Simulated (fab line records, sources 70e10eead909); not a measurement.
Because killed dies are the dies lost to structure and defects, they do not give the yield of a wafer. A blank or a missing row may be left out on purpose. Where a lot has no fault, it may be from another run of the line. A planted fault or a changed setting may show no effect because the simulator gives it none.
Matching of chambers :: flow nand harc :: rie diel-03 running NHARC_P_GATE_DESCUM_31: 4 sister chambers
The step chemistry O2, time 3 s. 4 wafers are shown with their chamber, then 9 later ones without.

EACH WAFER AND ITS CHAMBER
wafer: L555.3
chamber: 0
drypump motor current A (A): 5.8

wafer: L555.5
chamber: 3
drypump motor current A (A): 6.5

wafer: L556.3
chamber: 2
drypump motor current A (A): 5.8

wafer: L556.5
chamber: 1
drypump motor current A (A): 5.3

WAFERS WHOSE CHAMBER IS MISSING
wafer: L561.1
drypump motor current A (A): 6.5

wafer: L561.3
drypump motor current A (A): 5.4

wafer: L561.5
drypump motor current A (A): 6.5

wafer: L566.2
drypump motor current A (A): 5.8

wafer: L566.4
drypump motor current A (A): 5.8

wafer: L566.5
drypump motor current A (A): 5.4

wafer: L567.2
drypump motor current A (A): 5.8

wafer: L567.3
drypump motor current A (A): 6.5

wafer: L567.5
drypump motor current A (A): 6.5

CHAMBER TAKEN BY EACH
wafer: L561.1
from the rows above: 3
in truth: 3

wafer: L561.3
from the rows above: 1
in truth: 1

wafer: L561.5
from the rows above: 3
in truth: 3

wafer: L566.2
from the rows above: can't be placed: 0 or 2
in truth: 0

wafer: L566.4
from the rows above: can't be placed: 0 or 2
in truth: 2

wafer: L566.5
from the rows above: 1
in truth: 1

wafer: L567.2
from the rows above: can't be placed: 0 or 2
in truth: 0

wafer: L567.3
from the rows above: 3
in truth: 3

wafer: L567.5
from the rows above: 3
in truth: 3
Placed correctly: 6 of 9. From these rows, 3 cannot be placed; in 3 the true chamber is one of the candidates. Placed wrongly: 0.
How it was worked out, from the rows above alone: a wafer's distance from a chamber is the root of the sum, over the readings, of the square of ((its reading less the chamber's mean) divided by the reading's scatter). If the next closest chamber is less than 2 further off than the closest, the wafer can't be placed; otherwise it belongs to the closest. The mean given for a chamber averages the wafers shown for that chamber. The scatter: with one shown wafer a chamber, the root of the mean of the squares of how far each hidden wafer lies from its nearest shown one.
